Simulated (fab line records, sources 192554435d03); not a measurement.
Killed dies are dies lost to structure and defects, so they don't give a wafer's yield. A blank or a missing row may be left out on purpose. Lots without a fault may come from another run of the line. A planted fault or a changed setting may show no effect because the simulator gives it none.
Chamber matching | flow n5_finfet | N5_PMOS_HMC_CHANNEL_EPI_ETCH_38 on rie_si-06: 4 sister chambers
The step etches SiO2 in CF4, target depth 1.5 nm. 14 wafers are shown with their chamber, then 6 later ones without.

WAFERS WITH THEIR CHAMBER
wafer  | chamber | drypump_motor_current_A (A) | throttle_valve_pct (%) | he_backside_leak_sccm (sccm)
L698.2 | 1       | 5.6                         | 21.58                  | 2.9
L698.4 | 3       | 5.6                         | 21.75                  | 3.4
L698.6 | 2       | 5.3                         | 21.73                  | 2.7
L702.1 | 2       | 5.2                         | 21.73                  | 2.8
L702.2 | 0       | 5.9                         | 21.57                  | 2.3
L702.6 | 0       | 5.9                         | 21.56                  | 2.3
L703.1 | 2       | 5.3                         | 21.76                  | 2.7
L703.2 | 3       | 5.6                         | 21.72                  | 3.2
L703.5 | 0       | 5.9                         | 21.58                  | 2.5
L705.3 | 1       | 5.5                         | 21.58                  | 3.3
L705.5 | 3       | 5.6                         | 21.73                  | 3.2
L705.6 | 0       | 5.9                         | 21.59                  | 2.5
L706.1 | 2       | 5.3                         | 21.73                  | 2.6
L706.5 | 2       | 5.2                         | 21.73                  | 2.7

SIGNATURES (means of the wafers above)
reading                 | chamber 0 | chamber 1 | chamber 2 | chamber 3 | scatter within a chamber
drypump_motor_current_A | 5.900     | 5.550     | 5.260     | 5.600     | 0.0412
throttle_valve_pct      | 21.5750   | 21.5800   | 21.7360   | 21.7333   | 0.013
he_backside_leak_sccm   | 2.400     | 3.100     | 2.700     | 3.267     | 0.129
Rule: a wafer's distance from a chamber is the root of the sum, over the readings, of the square of ((its reading less the chamber's mean) divided by the reading's scatter). The wafer belongs to the nearest chamber; if the next one is less than 2 further off, it can't be placed. The scatter: the root of (the sum of the squares of (reading less its chamber's mean) over the shown wafers, divided by (wafers less chambers)).

WAFERS WITHOUT THEIR CHAMBER
wafer  | drypump_motor_current_A (A) | throttle_valve_pct (%) | he_backside_leak_sccm (sccm)
L706.6 | 5.9                         | 21.57                  | 2.5
L707.3 | 5.9                         | 21.57                  | 2.4
L707.5 | 5.6                         | 21.56                  | 2.8
L707.6 | 5.9                         | 21.56                  | 2.4
L719.1 | 5.6                         | 21.74                  | 3.2
L719.6 | 5.9                         | 21.60                  | 2.6

WHICH CHAMBER EACH WENT THROUGH
wafer  | from the rows above | in truth
L706.6 | 0                   | 0
L707.3 | 0                   | 0
L707.5 | 1                   | 1
L707.6 | 0                   | 0
L719.1 | 3                   | 3
L719.6 | 0                   | 0
Placed correctly: 6 of 6. Can't be placed from these rows: 0. Placed wrongly: 0.
